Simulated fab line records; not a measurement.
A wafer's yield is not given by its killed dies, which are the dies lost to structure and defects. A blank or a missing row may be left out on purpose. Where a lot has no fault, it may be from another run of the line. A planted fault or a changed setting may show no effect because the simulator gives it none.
Lot-split experiment | flow n5Finfet | route with 1938 steps; 7 lots, 21 wafers read

## THE SPLIT ITSELF
At N5_BEOL_M9_ETCH_62 (etches SOC in N2/H2, target depth 110 nm, overetch 22 nm, time 165 s), the setting sourceW was moved away from the recipe's 840 W on 4 of the 21 wafers read, by -15.1% to +4.9%. All remaining wafers had this setting at the recipe value.

Reading taken at the split's own step.

## THE READING
rfVppV, in V, at N5_BEOL_M9_ETCH_62 (etches SOC in N2/H2, target depth 110 nm, overetch 22 nm, time 165 s). On this fab line, fault-free wafers typically give 523.4 V with a standard deviation of 2.6 V.

wafer  | tool, chamber at the split | sourceW as run, W | against the recipe | rfVppV, V | against lot-mates on the recipe
L074.1 | rieDiel-01, 2              | 840               | recipe             | 526.5     | -
L074.2 | rieDiel-01, 0              | 840               | recipe             | 524.3     | -
L074.5 | rieDiel-01, 2              | 840               | recipe             | 525.0     | -
L078.1 | rieDiel-04, 3              | 840               | recipe             | 524.4     | -
L078.3 | rieDiel-04, 1              | 840               | recipe             | 522.5     | -
L078.6 | rieDiel-04, 0              | 840               | recipe             | 523.4     | -
L080.1 | rieDiel-04, 1              | 840               | recipe             | 520.5     | -
L080.4 | rieDiel-04, 3              | 840               | recipe             | 522.8     | -
L080.5 | rieDiel-04, 1              | 840               | recipe             | 521.0     | -
L083.3 | rieDiel-03, 3              | 713.5             | -15.1%             | 552.6     | +27.6
L083.5 | rieDiel-03, 3              | 840               | recipe             | 523.7     | -
L083.6 | rieDiel-03, 0              | 840               | recipe             | 526.2     | -
L085.1 | rieDiel-01, 2              | 760.2             | -9.5%              | 543.9     | +20.2
L085.5 | rieDiel-01, 2              | 840               | recipe             | 526.0     | -
L085.6 | rieDiel-01, 3              | 840               | recipe             | 521.3     | -
L088.2 | rieDiel-01, 0              | 840               | recipe             | 524.8     | -
L088.5 | rieDiel-01, 1              | 840               | recipe             | 520.2     | -
L088.6 | rieDiel-01, 0              | 840               | recipe             | 524.5     | -
L097.1 | rieDiel-03, 0              | 840               | recipe             | 527.0     | -
L097.2 | rieDiel-03, 3              | 881.4             | +4.9%              | 513.1     | -13.9
L097.6 | rieDiel-03, 2              | 881.4             | +4.9%              | 515.2     | -11.8

FIT RESULTS
A straight line over all 21 wafers: rfVppV changes by -1.97 V for each +1% of sourceW; r = -0.97; the points scatter about the line by 2 V.
The same after taking each lot's own level away (the mean of its wafers on the recipe; 21 wafers): -2.03 V for each +1%; r = -0.98; scatter 1.8 V.
According to that fit, moving sourceW by its largest amount changes the reading by 31 V.
Measured against the standard deviation above, the lots' own levels, which go from 521.43 to 527.00 V, span 2.1 times it.
Hence the lot-to-lot level has little effect on the slope; both slopes agree.
Check: for one of the wafers moved furthest among these (-15.1%), held out of the fit, the line's prediction against its lot-mates is +34.4 V. Against them it came out at +27.6 V.
Tool readings at the split's step, against how far the setting was moved: rfVppV r = -0.97.

## FURTHER SPLITS ON THESE WAFERS
Note: prior to the reading, these wafers also went through further splits. Each is held against what the fit with the lots' levels taken away leaves over:
other split on the same wafers | wafers away from the commonest value | r with rfVppV (lot level and that fit taken away)
N5_BEOL_M9_ETCH_61 sourceW     | 5                                    | -0.09

## FILE'S OWN FIT
rfVppV changes by -1.97 V for each +1% of sourceW, r = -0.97.
